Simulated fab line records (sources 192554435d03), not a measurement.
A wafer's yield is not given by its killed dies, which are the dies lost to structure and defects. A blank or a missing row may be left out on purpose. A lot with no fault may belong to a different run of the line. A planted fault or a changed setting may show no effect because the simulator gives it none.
Matching of chambers    flow n5Finfet    N5_BEOL_M4_ETCH_64 on rieDiel-06: 4 sister chambers
The step etches SOC in N2/H2, target depth 75 nm, overetch 22.5 nm, time 121.9 s. 20 wafers are shown with their chamber, then 10 later ones without.

EACH WAFER AND ITS CHAMBER
wafer   chamber  showerheadPlenumPTorr (Torr)  throttleValvePct (%)  oesProductAu (a.u.)
L076.3  3        2.56                          17.90                 0.62
L076.4  2        2.56                          17.76                 0.59
L076.6  3        2.56                          17.90                 0.62
L077.2  3        2.56                          17.92                 0.62
L077.5  3        2.56                          17.90                 0.62
L077.6  2        2.56                          17.76                 0.58
L078.1  0        2.51                          18.25                 0.53
L078.3  2        2.56                          17.76                 0.59
L078.6  0        2.51                          18.27                 0.54
L083.3  1        2.61                          17.84                 0.52
L083.4  0        2.51                          18.27                 0.52
L083.5  1        2.61                          17.83                 0.52
L089.1  3        2.55                          17.95                 0.60
L089.5  3        2.55                          17.94                 0.61
L089.6  2        2.55                          17.79                 0.57
L090.2  2        2.55                          17.80                 0.58
L090.5  2        2.55                          17.80                 0.57
L090.6  3        2.55                          17.97                 0.60
L092.1  2        2.55                          17.82                 0.57
L092.3  1        2.61                          17.87                 0.51

SIGNATURES (averages over the wafers above)
reading                chamber 0  chamber 1  chamber 2  chamber 3  scatter within a chamber
showerheadPlenumPTorr  2.5100     2.6100     2.5543     2.5557     0.00463
throttleValvePct       18.2633    17.8467    17.7843    17.9257    0.0243
oesProductAu           0.5300     0.5167     0.5786     0.6129     0.009
Rule: a wafer's distance from a chamber is the root of the sum, over the readings, of the square of ((its reading less the chamber's mean) divided by the reading's scatter). If the next closest chamber is less than 2 further off than the closest, the wafer can't be placed; otherwise it belongs to the closest. The scatter is the square root of a quotient: the sum, over the shown wafers, of each reading's squared deviation from its chamber's mean, divided by wafers minus chambers.

WAFERS WITH NO CHAMBER GIVEN
wafer   showerheadPlenumPTorr (Torr)  throttleValvePct (%)  oesProductAu (a.u.)
L092.4  2.50                          18.33                 0.52
L093.2  2.61                          17.87                 0.51
L093.4  2.50                          18.31                 0.52
L093.5  2.50                          18.31                 0.52
L094.1  2.60                          17.86                 0.51
L094.2  2.55                          17.98                 0.61
L094.3  2.50                          18.32                 0.52
L097.1  2.54                          17.82                 0.57
L097.3  2.50                          18.31                 0.52
L097.5  2.60                          17.87                 0.51

CHAMBER TAKEN BY EACH
wafer   from the rows above  in truth
L092.4  0                    0
L093.2  1                    1
L093.4  0                    0
L093.5  0                    0
L094.1  1                    1
L094.2  3                    3
L094.3  0                    0
L097.1  2                    2
L097.3  0                    0
L097.5  1                    1
Placed correctly: 10 of 10. Can't be placed from these rows: 0. 0 placed wrongly.
